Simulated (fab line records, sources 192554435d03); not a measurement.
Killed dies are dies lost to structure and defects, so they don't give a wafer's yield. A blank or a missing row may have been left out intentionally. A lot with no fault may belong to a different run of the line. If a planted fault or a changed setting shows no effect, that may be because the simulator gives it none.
Chamber matching ; flow n5Finfet ; N5_MOL_CONTACT_COAG_ETCHBACK_134 on rieDiel-05 has 4 sister chambers
The step etches SiO2 in CHF3, target depth 10 nm, time 6.7 s. 8 wafers are shown with their chamber, then 10 later ones without.

== EACH WAFER AND ITS CHAMBER ==
wafer;chamber;rfVppV (V);drypumpMotorCurrentA (A)
L076.6;1;504;6.4
L081.2;1;505;6.4
L082.5;3;543;5.2
L083.2;0;528;5.3
L083.3;3;541;5.3
L083.4;2;533;5.4
L084.2;2;533;5.4
L084.4;0;527;5.3

== WAFERS WITHOUT THEIR CHAMBER ==
wafer;rfVppV (V);drypumpMotorCurrentA (A)
L084.5;533;5.4
L091.1;542;5.2
L091.2;534;5.4
L091.4;506;6.4
L096.2;542;5.3
L096.3;527;5.3
L096.4;533;5.4
L097.1;542;5.3
L097.2;527;5.2
L097.4;533;5.4

== THE CHAMBER EACH PASSED THROUGH ==
wafer;from the rows above;in truth
L084.5;2;2
L091.1;3;3
L091.2;2;2
L091.4;1;1
L096.2;3;3
L096.3;0;0
L096.4;2;2
L097.1;3;3
L097.2;0;0
L097.4;2;2
Placed correctly: 10 of 10. Can't be placed from these rows: 0. 0 placed wrongly.
How it was worked out, from the rows above alone: a wafer's distance from a chamber is the root of the sum, over the readings, of the square of ((its reading less the chamber's mean) divided by the reading's scatter). The wafer belongs to the nearest chamber; if the next one is less than 2 further off, it can't be placed. For every chamber, the mean is computed from those of its wafers that are shown. The scatter is the square root of a quotient: the sum, over the shown wafers, of each reading's squared deviation from its chamber's mean, divided by wafers minus chambers.
